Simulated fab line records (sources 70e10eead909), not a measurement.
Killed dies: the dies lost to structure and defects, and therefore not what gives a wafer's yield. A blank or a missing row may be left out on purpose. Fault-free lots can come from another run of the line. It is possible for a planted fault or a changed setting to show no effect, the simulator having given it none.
Which tool was responsible? ; flow nandHarc ; Sampling: 24 lots, 72 wafers, 6 of 1302 route steps

== WHAT THE GAUGES SHOWED, per wafer ==
The record holds no reading of a measuring or inspecting step that can be judged against a usual standard deviation.

== WHICH TOOL RAN EACH LOT (tool, then ch and the chambers of the sampled wafers, then the start) ==
lot;NHARC_A_STAIRCASE_DEP_417;NHARC_A_STAIRCASE_DEP_471;NHARC_A_SGD_CUT_ETCH_16;NHARC_A_SLIT_DEP_23;NHARC_A_SLIT_ETCH_24;NHARC_A_WL_FILL_ETCHBACK_17
L074;pecvd-03 ch 0,2, day 18 07:25;pecvd-03 ch 1,2, day 20 02:19;rieDiel-07 ch 0,1,2, day 20 16:02 or earlier;pecvd-01 ch 1,2, day 20 16:02;rieDiel-02 ch 1,3, day 20 16:52;rieMetal-01 ch 0,1, day 21 18:38
L075;pecvd-04 ch 0,1,2, day 18 11:32;pecvd-02 ch 0,1,2, day 20 13:22;rieDiel-09 ch 0,1,2, day 21 03:16 or earlier;pecvd-04 ch 0,2, day 21 03:16;rieDiel-05 ch 1,3, day 21 04:14;rieMetal-03 ch 0, day 22 06:46
L076;pecvd-04 ch 1,2, day 18 15:43;pecvd-03 ch 0,1,2, day 20 09:45;rieDiel-12 ch 0,2,3, day 20 23:34 or earlier;pecvd-02 ch 1,2, day 20 23:34;rieDiel-05 ch 0,2,3, day 21 00:31;rieMetal-01 ch 0, day 22 06:47
L077;pecvd-04 ch 1,2, day 18 17:41;pecvd-02 ch 0,1,2, day 20 12:37;rieDiel-07 ch 0,2,3, day 20 22:04 or earlier;pecvd-01 ch 0,2, day 20 22:04;rieDiel-02 ch 1,2,3, day 20 23:10;rieMetal-02 ch 0,1, day 22 03:30
L079;pecvd-04 ch 0,2, day 19 02:05;pecvd-02 ch 1,2, day 20 18:56;rieDiel-09 ch 1,2, day 21 07:22 or earlier;pecvd-02 ch 0,1,2, day 21 07:22;rieDiel-05 ch 1,2, day 21 08:16;rieMetal-02 ch 0,1, day 22 12:22
L078;pecvd-04 ch 0,2, day 19 18:43;pecvd-02 ch 0,1,2, day 21 13:50;rieDiel-09 ch 0,2, day 21 16:19;pecvd-04 ch 1,2, day 22 04:35;rieDiel-03 ch 1,2, day 22 05:35;rieMetal-01 ch 0,1, day 23 07:28
L080;pecvd-02 ch 0,1,2, day 19 21:10;pecvd-04 ch 0,2, day 21 13:40;rieDiel-07 ch 0,1,2, day 22 04:29 or earlier;pecvd-02 ch 0,1, day 22 04:29;rieDiel-05 ch 0,1,2, day 22 05:27;rieMetal-03 ch 0,1, day 23 07:26
L082;pecvd-02 ch 0,1, day 20 04:48;pecvd-02 ch 0,1,2, day 22 06:12;rieDiel-07 ch 0,2, day 23 06:23 or earlier;pecvd-04 ch 0,2, day 23 06:23;rieDiel-03 ch 0,2,3, day 23 07:20;rieMetal-01 ch 0, day 24 09:03
L081;pecvd-04 ch 0,1,2, day 20 09:39;pecvd-02 ch 1, day 22 16:38;rieDiel-12 ch 0,2, day 23 11:55 or earlier;pecvd-01 ch 0,1,2, day 23 11:55;rieDiel-05 ch 1,2,3, day 23 12:54;rieMetal-02 ch 0,1, day 24 16:08
L083;pecvd-03 ch 1,2, day 21 10:26;pecvd-03 ch 0,1,2, day 23 09:47;rieDiel-09 ch 1,2, day 24 03:43 or earlier;pecvd-04 ch 0,1,2, day 24 03:43;rieDiel-05 ch 0,3, day 24 04:39;rieMetal-03 ch 0,1, day 25 06:20
L084;pecvd-04 ch 0,1,2, day 21 14:41;pecvd-02 ch 0,1,2, day 23 09:35;rieDiel-07 ch 0,1,3, day 24 03:27 or earlier;pecvd-01 ch 0,1,2, day 24 03:27;rieDiel-03 ch 0,1,3, day 24 04:24;rieMetal-02 ch 0,1, day 25 06:24
L085;pecvd-03 ch 0,1, day 21 23:31;pecvd-04 ch 0,1,2, day 23 17:38;rieDiel-12 ch 1,2,3, day 24 14:44 or earlier;pecvd-01 ch 1,2, day 24 14:44;rieDiel-05 ch 1,3, day 24 15:34;rieMetal-01 ch 0, day 25 22:52
L087;pecvd-02 ch 0,1,2, day 23 00:41;pecvd-04 ch 1,2, day 24 23:42;rieDiel-09 ch 0,1,3, day 25 12:20 or earlier;pecvd-01 ch 0,2, day 25 12:20;rieDiel-03 ch 1,2,3, day 25 13:17;rieMetal-03 ch 0,1, day 26 23:46
L086;pecvd-04 ch 1,2, day 23 02:35;pecvd-02 ch 0,2, day 25 02:34;rieDiel-07 ch 1,2,3, day 25 12:23 or earlier;pecvd-04 ch 0,1, day 25 12:23;rieDiel-02 ch 0,2, day 25 13:26;rieMetal-01 ch 0,1, day 26 15:31
L088;pecvd-02 ch 0,1, day 23 18:50;pecvd-03 ch 1,2, day 25 17:12;rieDiel-07 ch 0,2,3, day 26 06:08 or earlier;pecvd-02 ch 0,2, day 26 06:08;rieDiel-02 ch 1,2, day 26 06:55;rieMetal-03 ch 0,1, day 27 09:09
L089;pecvd-04 ch 0,1,2, day 23 20:29;pecvd-04 ch 0,1, day 25 15:22;rieDiel-07 ch 0,2,3, day 26 04:51 or earlier;pecvd-04 ch 0,1,2, day 26 04:51;rieDiel-03 ch 0,2,3, day 26 05:40;rieMetal-01 ch 0,1, day 27 09:06
L090;pecvd-02 ch 0,2, day 24 12:17;pecvd-04 ch 0,1,2, day 26 08:20;rieDiel-09 ch 0,1,2, day 26 21:59 or earlier;pecvd-04 ch 0,1,2, day 26 21:59;rieDiel-05 ch 1,2, day 26 22:49;rieMetal-01 ch 0,1, day 28 01:23
L091;pecvd-04 ch 1,2, day 25 00:22;pecvd-03 ch 0,1, day 27 04:52;rieDiel-07 ch 1,2,3, day 27 15:31 or earlier;pecvd-01 ch 0,1, day 27 15:31;rieDiel-05 ch 0,1,3, day 27 16:31;rieMetal-03 ch 0,1, day 28 17:28
L092;pecvd-04 ch 0,1, day 25 08:20;pecvd-02 ch 1,2, day 27 08:37;rieDiel-09 ch 1,2,3, day 28 00:35 or earlier;pecvd-01 ch 0,1, day 28 00:35;rieDiel-03 ch 0,2,3, day 28 01:32;rieMetal-02 ch 0,1, day 29 03:07
L093;pecvd-03 ch 0,1,2, day 25 10:40;pecvd-04 ch 1,2, day 27 03:04;rieDiel-07 ch 1,3, day 27 16:04 or earlier;pecvd-01 ch 0,1, day 27 16:04;rieDiel-02 ch 0,1,3, day 27 17:05;rieMetal-02 ch 0,1, day 28 17:30
L094;pecvd-02 ch 0,1, day 25 12:24;pecvd-03 ch 0,2, day 27 09:06;rieDiel-12 ch 0,3, day 27 21:10 or earlier;pecvd-04 ch 1,2, day 27 21:10;rieDiel-03 ch 0,2, day 27 22:12;rieMetal-03 ch 0,1, day 29 02:07
L095;pecvd-02 ch 0,1,2, day 26 09:31;pecvd-03 ch 0,1,2, day 28 05:44;rieDiel-12 ch 0,1,2, day 28 19:37 or earlier;pecvd-04 ch 0,1,2, day 28 19:37;rieDiel-05 ch 0,2,3, day 28 20:26;rieMetal-03 ch 1, day 29 21:44
L097;pecvd-03 ch 0,1, day 26 19:44;pecvd-03 ch 0,1,2, day 28 19:42;rieDiel-09 ch 0,1,3, day 29 11:21 or earlier;pecvd-02 ch 0,1, day 29 11:21;rieDiel-02 ch 2,3, day 29 12:11;rieMetal-02 ch 0,1, day 30 17:52
L096;pecvd-03 ch 0,1, day 26 22:16;pecvd-03 ch 0,2, day 28 17:25;rieDiel-07 ch 0,1,3, day 29 11:31 or earlier;pecvd-01 ch 1,2, day 29 11:31;rieDiel-03 ch 0,3, day 29 12:31;rieMetal-03 ch 0,1, day 30 15:24
- NHARC_A_STAIRCASE_DEP_417: deposits Si3N4, target thk 60 nm.
- NHARC_A_STAIRCASE_DEP_471: deposits SiO2, target thk 100 nm.
- NHARC_A_SGD_CUT_ETCH_16: etches the open film in C4F8/O2/Ar, target depth 310.5 nm, time 155.2 s.
- NHARC_A_SLIT_DEP_23: deposits SiON, target thk 100 nm.
- NHARC_A_SLIT_ETCH_24: etches the open film in CF4/CHF3, target depth 121 nm, time 60.5 s.
- NHARC_A_WL_FILL_ETCHBACK_17: etches the open film in Cl2/BCl3, target depth 4 nm, time 26.7 s.

== WHAT THE TOOLS THEMSELVES READ (means of the sampled wafers that have a number; where no wafer has one, the mark that the record gives instead) ==
NHARC_A_STAIRCASE_DEP_417.
lot;tool;heaterPowerW (W)
L074;pecvd-03;689
L075;pecvd-04;698
L076;pecvd-04;799
L077;pecvd-04;732
L079;pecvd-04;794
L078;pecvd-04;710
L080;pecvd-02;700
L082;pecvd-02;706
L081;pecvd-04;717
L083;pecvd-03;660
L084;pecvd-04;687
L085;pecvd-03;744
L087;pecvd-02;658
L086;pecvd-04;788
L088;pecvd-02;633
L089;pecvd-04;724
L090;pecvd-02;769
L091;pecvd-04;694
L092;pecvd-04;654
L093;pecvd-03;663
L094;pecvd-02;734
L095;pecvd-02;673
L097;pecvd-03;673
L096;pecvd-03;766

NHARC_A_STAIRCASE_DEP_471.
lot;tool;heaterPowerW (W);throttleValvePct (%)
L074;pecvd-03;489;16.3
L075;pecvd-02;535;16.0
L076;pecvd-03;496;16.4
L077;pecvd-02;515;15.9
L079;pecvd-02;484;15.9
L078;pecvd-02;532;16.0
L080;pecvd-04;527;16.7
L082;pecvd-02;524;15.9
L081;pecvd-02;479;16.0
L083;pecvd-03;558;16.6
L084;pecvd-02;513;15.9
L085;pecvd-04;587;16.5
L087;pecvd-04;543;16.5
L086;pecvd-02;595;16.1
L088;pecvd-03;575;16.1
L089;pecvd-04;505;16.6
L090;pecvd-04;560;16.8
L091;pecvd-03;534;16.4
L092;pecvd-02;483;15.7
L093;pecvd-04;527;16.8
L094;pecvd-03;476;16.2
L095;pecvd-03;509;16.3
L097;pecvd-03;524;16.5
L096;pecvd-03;543;16.4

NHARC_A_SGD_CUT_ETCH_16.
lot;tool;oesProductAu (a.u.);rfVppV (V)
L074;rieDiel-07;0.978;723
L075;rieDiel-09;0.988;719
L076;rieDiel-12;0.977;725
L077;rieDiel-07;0.968;723
L079;rieDiel-09;0.960;719
L078;rieDiel-09;0.981;719
L080;rieDiel-07;0.968;723
L082;rieDiel-07;0.942;725
L081;rieDiel-12;0.980;726
L083;rieDiel-09;0.972;718
L084;rieDiel-07;0.975;721
L085;rieDiel-12;0.974;721
L087;rieDiel-09;0.985;718
L086;rieDiel-07;0.947;722
L088;rieDiel-07;0.974;723
L089;rieDiel-07;0.971;724
L090;rieDiel-09;0.975;719
L091;rieDiel-07;0.975;722
L092;rieDiel-09;0.971;718
L093;rieDiel-07;0.946;720
L094;rieDiel-12;0.962;728
L095;rieDiel-12;0.941;721
L097;rieDiel-09;0.972;720
L096;rieDiel-07;0.979;721

NHARC_A_SLIT_DEP_23.
lot;tool;heaterPowerW (W)
L074;pecvd-01;758
L075;pecvd-04;783
L076;pecvd-02;714
L077;pecvd-01;784
L079;pecvd-02;724
L078;pecvd-04;827
L080;pecvd-02;620
L082;pecvd-04;815
L081;pecvd-01;767
L083;pecvd-04;767
L084;pecvd-01;828
L085;pecvd-01;762
L087;pecvd-01;811
L086;pecvd-04;690
L088;pecvd-02;754
L089;pecvd-04;723
L090;pecvd-04;725
L091;pecvd-01;831
L092;pecvd-01;856
L093;pecvd-01;841
L094;pecvd-04;775
L095;pecvd-04;743
L097;pecvd-02;617
L096;pecvd-01;761

NHARC_A_SLIT_ETCH_24.
lot;tool;drypumpMotorCurrentA (A);oesProductAu (a.u.);rfVppV (V);showerheadPlenumPTorr (Torr);throttleValvePct (%)
L074;rieDiel-02;5.8;0.956;372.2;1.61;16.798
L075;rieDiel-05;5.5;0.975;370.0;1.57;16.790
L076;rieDiel-05;5.9;0.971;371.4;1.59;16.796
L077;rieDiel-02;6.1;0.935;371.1;1.59;16.809
L079;rieDiel-05;6.0;0.964;371.9;1.62;16.809
L078;rieDiel-03;5.5;0.966;369.7;1.54;16.795
L080;rieDiel-05;5.5;0.967;372.1;1.62;16.801
L082;rieDiel-03;6.1;0.971;370.0;1.57;16.815
L081;rieDiel-05;5.9;0.952;370.7;1.58;16.809
L083;rieDiel-05;5.4;0.959;370.7;1.60;16.796
L084;rieDiel-03;6.4;0.952;370.3;1.55;16.798
L085;rieDiel-05;5.5;0.975;371.0;1.57;16.801
L087;rieDiel-03;5.9;0.973;368.7;1.54;16.791
L086;rieDiel-02;5.7;0.966;370.5;1.59;16.792
L088;rieDiel-02;6.1;0.955;371.7;1.59;16.807
L089;rieDiel-03;6.1;0.969;370.1;1.57;16.804
L090;rieDiel-05;6.0;0.972;372.1;1.62;16.799
L091;rieDiel-05;5.4;0.959;370.9;1.58;16.808
L092;rieDiel-03;6.1;0.969;370.1;1.57;16.795
L093;rieDiel-02;5.6;0.967;371.8;1.60;16.794
L094;rieDiel-03;5.7;0.978;370.0;1.57;16.815
L095;rieDiel-05;5.9;0.938;370.8;1.59;16.812
L097;rieDiel-02;6.3;0.955;370.4;1.57;16.792
L096;rieDiel-03;6.6;0.945;370.6;1.58;16.803

NHARC_A_WL_FILL_ETCHBACK_17.
lot;tool;drypumpMotorCurrentA (A);oesProductAu (a.u.)
L074;rieMetal-01;5.1;0.996
L075;rieMetal-03;6.6;0.985
L076;rieMetal-01;5.5;0.997
L077;rieMetal-02;6.2;0.988
L079;rieMetal-02;6.1;0.988
L078;rieMetal-01;5.2;0.995
L080;rieMetal-03;5.8;0.993
L082;rieMetal-01;5.5;1.009
L081;rieMetal-02;6.1;0.997
L083;rieMetal-03;6.2;1.005
L084;rieMetal-02;6.1;0.986
L085;rieMetal-01;5.4;1.015
L087;rieMetal-03;6.2;0.988
L086;rieMetal-01;5.2;1.014
L088;rieMetal-03;6.2;0.987
L089;rieMetal-01;5.1;1.006
L090;rieMetal-01;5.1;1.010
L091;rieMetal-03;6.2;0.998
L092;rieMetal-02;6.2;0.992
L093;rieMetal-02;6.1;0.985
L094;rieMetal-03;6.2;0.990
L095;rieMetal-03;5.3;0.992
L097;rieMetal-02;6.2;0.998
L096;rieMetal-03;5.7;1.002

== THE ANSWER, worked out from the rows above alone ==
Rule: the usual values come from the lots themselves. The widest of any qualifying gaps counts: lots, ordered by their means at a reading, are off when they make up no more than a third of the lots, leave a main group of 4 or more, and stand apart from it by 3 or more times the standard deviation of that group's means. A main group is skipped when, at the precision printed for the reading in the tables above, its means are all equal. A lot without any number at a reading at which 4 lots or more have one is off too. Any other lot the step has rows for is counted as sound. After the gauges, taken in route order, come the tools' own readings; for these a lot's mean is taken, as printed above. At the first step where some lot is off, the reading lying furthest off is the one used; lots without a number count as furthest.
Nothing can be told from this: no lot is off at any reading shown.

== WHAT THE SIMULATOR HAD INSERTED ==
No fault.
